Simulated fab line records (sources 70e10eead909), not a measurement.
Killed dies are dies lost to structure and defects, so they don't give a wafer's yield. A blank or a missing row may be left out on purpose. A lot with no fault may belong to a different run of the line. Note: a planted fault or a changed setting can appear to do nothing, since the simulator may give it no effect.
Which tool did it? :: flow nand harc :: 13 lots with 39 wafers sampled at 3 steps, on a route of 1302 steps

## WHAT THE GAUGES SHOWED, per wafer
NHARC_HYBRID_BOND_OVL_MEAS_05.
lot: L179
measured: day 24 22:23
on: overlay-01
overlay x nm (nm): -59 -2 27
overlay y nm (nm): 3 -39 38

lot: L178
measured: day 25 09:37
on: overlay-02
overlay x nm (nm): 38 -13 19
overlay y nm (nm): 56 19 74

lot: L180
measured: day 25 20:26
on: overlay-01
overlay x nm (nm): 12 1 -2
overlay y nm (nm): -25 -19 -17

lot: L187
measured: day 28 20:03
on: overlay-01
overlay x nm (nm): -15 -38 19
overlay y nm (nm): -3 9 -38

lot: L191
measured: day 30 08:32
on: overlay-02
overlay x nm (nm): 38 -16 33
overlay y nm (nm): -36 -20 2

lot: L189
measured: day 30 08:33
on: overlay-01
overlay x nm (nm): 44 -25 -11
overlay y nm (nm): 34 34 10

lot: L192
measured: day 30 13:01
on: overlay-02
overlay x nm (nm): -30 -15 -20
overlay y nm (nm): -3 -8 -9

lot: L190
measured: day 30 13:01
on: overlay-01
overlay x nm (nm): -17 26 3
overlay y nm (nm): 48 -12 10

lot: L195
measured: day 31 13:44
on: overlay-01
overlay x nm (nm): -30 101 13
overlay y nm (nm): -5 -24 24

lot: L194
measured: day 31 22:55
on: overlay-01
overlay x nm (nm): -15 -29 30
overlay y nm (nm): 2 -39 19

lot: L199
measured: day 33 10:37
on: overlay-02
overlay x nm (nm): -34 31 10
overlay y nm (nm): -16 -11 30

lot: L197
measured: day 33 10:37
on: overlay-01
overlay x nm (nm): 22 -22 -49
overlay y nm (nm): -9 0 10

lot: L196
measured: day 33 15:11
on: overlay-01
overlay x nm (nm): 85 -44 5
overlay y nm (nm): 3 -11 -8

## EACH LOT AND THE TOOL THAT RAN IT (in order: tool; ch and the chambers of the sampled wafers; start)
lot: L179
NHARC_A_M1_DEGAS_29: pvd sputter-01, day 24 02:37
NHARC_A_M1_PRE_CLEAN_32: pecvd-02 ch 0,1,2, day 24 04:16

lot: L178
NHARC_A_M1_DEGAS_29: pvd sputter-01, day 24 04:26
NHARC_A_M1_PRE_CLEAN_32: pecvd-01 ch 0,1,2, day 24 06:25

lot: L180
NHARC_A_M1_DEGAS_29: pvd sputter-01, day 25 05:51
NHARC_A_M1_PRE_CLEAN_32: pecvd-02 ch 0,1,2, day 25 07:29

lot: L187
NHARC_A_M1_DEGAS_29: pvd sputter-03, day 27 23:41
NHARC_A_M1_PRE_CLEAN_32: pecvd-01 ch 0,2, day 28 01:18

lot: L191
NHARC_A_M1_DEGAS_29: pvd sputter-02, day 29 15:29
NHARC_A_M1_PRE_CLEAN_32: pecvd-01 ch 1,2, day 29 17:10

lot: L189
NHARC_A_M1_DEGAS_29: pvd sputter-01, day 29 18:44
NHARC_A_M1_PRE_CLEAN_32: pecvd-01 ch 0,1,2, day 29 20:48

lot: L192
NHARC_A_M1_DEGAS_29: pvd sputter-02, day 29 21:22
NHARC_A_M1_PRE_CLEAN_32: pecvd-03 ch 0,2, day 29 23:00

lot: L190
NHARC_A_M1_DEGAS_29: pvd sputter-03, day 29 22:45
NHARC_A_M1_PRE_CLEAN_32: pecvd-02 ch 1,2, day 30 00:41

lot: L195
NHARC_A_M1_DEGAS_29: pvd sputter-02, day 30 20:29
NHARC_A_M1_PRE_CLEAN_32: pecvd-02 ch 0,1,2, day 30 22:07

lot: L194
NHARC_A_M1_DEGAS_29: pvd sputter-01, day 31 07:12
NHARC_A_M1_PRE_CLEAN_32: pecvd-01 ch 0,1,2, day 31 08:51

lot: L199
NHARC_A_M1_DEGAS_29: pvd sputter-03, day 32 18:33
NHARC_A_M1_PRE_CLEAN_32: pecvd-03 ch 0,1,2, day 32 20:10

lot: L197
NHARC_A_M1_DEGAS_29: pvd sputter-02, day 32 20:07
NHARC_A_M1_PRE_CLEAN_32: pecvd-01 ch 0,2, day 32 21:43

lot: L196
NHARC_A_M1_DEGAS_29: pvd sputter-02, day 32 23:24
NHARC_A_M1_PRE_CLEAN_32: pecvd-03 ch 0,2, day 33 01:09
- NHARC_A_M1_DEGAS_29: time 60 s.
- NHARC_A_M1_PRE_CLEAN_32: time 12 s.

## AS READ BY THE TOOLS THEMSELVES (means over the sampled wafers that have a number; for cases with no such wafer, the mark the record gives instead)
NHARC_A_M1_DEGAS_29.
lot: L179
tool: pvd sputter-01
heater power w (W): 306

lot: L178
tool: pvd sputter-01
heater power w (W): 303

lot: L180
tool: pvd sputter-01
heater power w (W): 303

lot: L187
tool: pvd sputter-03
heater power w (W): 326

lot: L191
tool: pvd sputter-02
heater power w (W): 311

lot: L189
tool: pvd sputter-01
heater power w (W): 316

lot: L192
tool: pvd sputter-02
heater power w (W): 315

lot: L190
tool: pvd sputter-03
heater power w (W): 307

lot: L195
tool: pvd sputter-02
heater power w (W): 328

lot: L194
tool: pvd sputter-01
heater power w (W): 306

lot: L199
tool: pvd sputter-03
heater power w (W): 328

lot: L197
tool: pvd sputter-02
heater power w (W): 324

lot: L196
tool: pvd sputter-02
heater power w (W): 330

NHARC_A_M1_PRE_CLEAN_32.
lot: L179
tool: pecvd-02
heater power w (W): 656

lot: L178
tool: pecvd-01
heater power w (W): 633

lot: L180
tool: pecvd-02
heater power w (W): 590

lot: L187
tool: pecvd-01
heater power w (W): 671

lot: L191
tool: pecvd-01
heater power w (W): 685

lot: L189
tool: pecvd-01
heater power w (W): 643

lot: L192
tool: pecvd-03
heater power w (W): 714

lot: L190
tool: pecvd-02
heater power w (W): 625

lot: L195
tool: pecvd-02
heater power w (W): 631

lot: L194
tool: pecvd-01
heater power w (W): 661

lot: L199
tool: pecvd-03
heater power w (W): 652

lot: L197
tool: pecvd-01
heater power w (W): 632

lot: L196
tool: pecvd-03
heater power w (W): 663

## THE ANSWER, worked out from the rows above alone
Rule: the usual values come from the lots themselves. The widest of any qualifying gaps counts: lots, ordered by their means at a reading, are off when they make up no more than a third of the lots, leave a main group of 4 or more, and stand apart from it by 3 or more times the standard deviation of that group's means. A main group whose means are all the same, to the digits that the tables above print for the reading, isn't used. A lot without any number at a reading at which 4 lots or more have one is off too. Any other lot the step has rows for is counted as sound. First the gauges in route order, then the tools' own readings, where a lot's mean is used as printed above. At the first step where some lot is off, the reading lying furthest off is the one used; lots without a number count as furthest.
Across all readings shown, no lot is off: no conclusion can be drawn from this.

## WHAT THE SIMULATOR HAD INSERTED
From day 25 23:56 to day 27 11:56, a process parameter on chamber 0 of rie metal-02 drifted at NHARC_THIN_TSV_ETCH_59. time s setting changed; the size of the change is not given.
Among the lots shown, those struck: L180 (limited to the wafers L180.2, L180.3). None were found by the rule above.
